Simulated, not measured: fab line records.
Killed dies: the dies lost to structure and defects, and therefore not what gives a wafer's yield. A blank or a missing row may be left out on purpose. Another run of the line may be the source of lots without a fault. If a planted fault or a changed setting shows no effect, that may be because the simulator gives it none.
Split-lot study / flow n5Finfet / 21 wafers read across 7 lots, on a route 1938 steps long

THE SPLIT ITSELF
At N5_BEOL_M1_TRENCH_ETCH_37 (etches SiOC in C4F6/O2, target depth 55.207 nm, time 29 s), the setting timeS was moved away from the recipe's 29 s on 8 of the 21 wafers read, by -14.7% to +14.2%. The other wafers ran this setting at the recipe's value.

FROM THE SPLIT TO THE READING: what the file shows between them, 2 steps
- N5_BEOL_M1_ETCH_41: etches SiCN in CH3F/O2, target depth 31.9 nm, time 57.8 s
- N5_BEOL_M1_STRIP_97: strips in N2/H2, time 10 s

THE READING
trenchDepthNm, in nm, at N5_BEOL_M1_OCD_MEAS_38. A value of 55.1 nm with a standard deviation of 0.86 nm is what fault-free wafers of this fab line usually give.

wafer=L075.3; tool, chamber at the split=rieDiel-06, 3; timeS as run, s=33.11; against the recipe=+14.2%; trenchDepthNm, nm=63.0; against lot-mates on the recipe=+8.3
wafer=L075.4; tool, chamber at the split=rieDiel-06, 0; timeS as run, s=29; against the recipe=recipe; trenchDepthNm, nm=54.7; against lot-mates on the recipe=-
wafer=L075.6; tool, chamber at the split=rieDiel-06, 3; timeS as run, s=33.11; against the recipe=+14.2%; trenchDepthNm, nm=63.9; against lot-mates on the recipe=+9.2
wafer=L078.3; tool, chamber at the split=rieDiel-01, 3; timeS as run, s=27.16; against the recipe=-6.3%; trenchDepthNm, nm=52.5; against lot-mates on the recipe=-0.7
wafer=L078.4; tool, chamber at the split=rieDiel-01, 0; timeS as run, s=29; against the recipe=recipe; trenchDepthNm, nm=53.2; against lot-mates on the recipe=-
wafer=L078.6; tool, chamber at the split=rieDiel-01, 2; timeS as run, s=27.16; against the recipe=-6.3%; trenchDepthNm, nm=52.4; against lot-mates on the recipe=-0.8
wafer=L080.1; tool, chamber at the split=rieDiel-01, 2; timeS as run, s=29; against the recipe=recipe; trenchDepthNm, nm=55.1; against lot-mates on the recipe=-
wafer=L080.2; tool, chamber at the split=rieDiel-01, 0; timeS as run, s=29; against the recipe=recipe; trenchDepthNm, nm=54.5; against lot-mates on the recipe=-
wafer=L080.4; tool, chamber at the split=rieDiel-01, 3; timeS as run, s=29; against the recipe=recipe; trenchDepthNm, nm=56.0; against lot-mates on the recipe=-
wafer=L079.3; tool, chamber at the split=rieDiel-06, 2; timeS as run, s=29; against the recipe=recipe; trenchDepthNm, nm=54.8; against lot-mates on the recipe=-
wafer=L079.4; tool, chamber at the split=rieDiel-06, 0; timeS as run, s=24.74; against the recipe=-14.7%; trenchDepthNm, nm=46.0; against lot-mates on the recipe=-9.0
wafer=L079.6; tool, chamber at the split=rieDiel-06, 1; timeS as run, s=29; against the recipe=recipe; trenchDepthNm, nm=55.2; against lot-mates on the recipe=-
wafer=L086.2; tool, chamber at the split=rieDiel-03, 2; timeS as run, s=29; against the recipe=recipe; trenchDepthNm, nm=54.7; against lot-mates on the recipe=-
wafer=L086.3; tool, chamber at the split=rieDiel-03, 0; timeS as run, s=29; against the recipe=recipe; trenchDepthNm, nm=55.7; against lot-mates on the recipe=-
wafer=L086.5; tool, chamber at the split=rieDiel-03, 2; timeS as run, s=29; against the recipe=recipe; trenchDepthNm, nm=54.4; against lot-mates on the recipe=-
wafer=L090.1; tool, chamber at the split=rieDiel-01, 0; timeS as run, s=31.51; against the recipe=+8.7%; trenchDepthNm, nm=58.3; against lot-mates on the recipe=+3.0
wafer=L090.4; tool, chamber at the split=rieDiel-01, 3; timeS as run, s=29; against the recipe=recipe; trenchDepthNm, nm=55.9; against lot-mates on the recipe=-
wafer=L090.6; tool, chamber at the split=rieDiel-01, 1; timeS as run, s=29; against the recipe=recipe; trenchDepthNm, nm=54.6; against lot-mates on the recipe=-
wafer=L093.1; tool, chamber at the split=rieDiel-01, 3; timeS as run, s=30.79; against the recipe=+6.2%; trenchDepthNm, nm=58.8; against lot-mates on the recipe=+3.2
wafer=L093.2; tool, chamber at the split=rieDiel-01, 2; timeS as run, s=29; against the recipe=recipe; trenchDepthNm, nm=55.6; against lot-mates on the recipe=-
wafer=L093.6; tool, chamber at the split=rieDiel-01, 2; timeS as run, s=30.79; against the recipe=+6.2%; trenchDepthNm, nm=59.2; against lot-mates on the recipe=+3.6

THE FIT
A straight line over all 21 wafers: trenchDepthNm changes by +0.566 nm for each +1% of timeS; r = +0.98; the points scatter about the line by 0.84 nm.
The same after taking each lot's own level away (the mean of its wafers on the recipe; 21 wafers): +0.533 nm for each +1%; r = +0.95; scatter 1.1 nm.
The reading moves by 7.8 nm for the largest change in timeS, on that fit.
The lots' own levels span 53.20 to 55.60 nm, that is 2.8 times the standard deviation above.
The two slopes agree, so the slope changes little with the lot-to-lot level.
Check: with one of the wafers moved furthest among these (-14.7%) left out of the fit, the line predicts -6.84 nm for it against its lot-mates. Against them it came out at -9 nm.

ADDITIONAL SPLITS CARRIED BY THESE WAFERS
Note: prior to the reading, these wafers also went through further splits. Each is held against what the fit with the lots' levels taken away leaves over:
other split on the same wafers=N5_BEOL_M1_COAT_76 spinRpm; wafers away from the commonest value=5; r with trenchDepthNm (lot level and that fit taken away)=+0.55

THE WHOLE CHAIN: every reading that the file lists as answering this split, in the file's order
step=N5_BEOL_M1_TRENCH_ETCH_37; what it does=etches SiOC in C4F6/O2, target depth 55.207 nm, time 29 s; reading=BEOL_M1.featureDepthNm (the simulator's own value, which no gauge read); change (the file's fit)=+0.538 nm for each +1% of the setting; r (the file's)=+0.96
step=N5_BEOL_M1_TRENCH_ETCH_37; what it does=etches SiOC in C4F6/O2, target depth 55.207 nm, time 29 s; reading=etch.depthNm (the simulator's own value, which no gauge read); change (the file's fit)=+0.54 nm for each +1% of the setting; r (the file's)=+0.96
step=N5_BEOL_M1_OCD_MEAS_38; what it does=; reading=trenchDepthNm; change (the file's fit)=+0.544 nm for each +1% of the setting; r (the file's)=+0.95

THE FILE'S OWN FIT
trenchDepthNm changes by +0.544 nm for each +1% of timeS, r = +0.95.
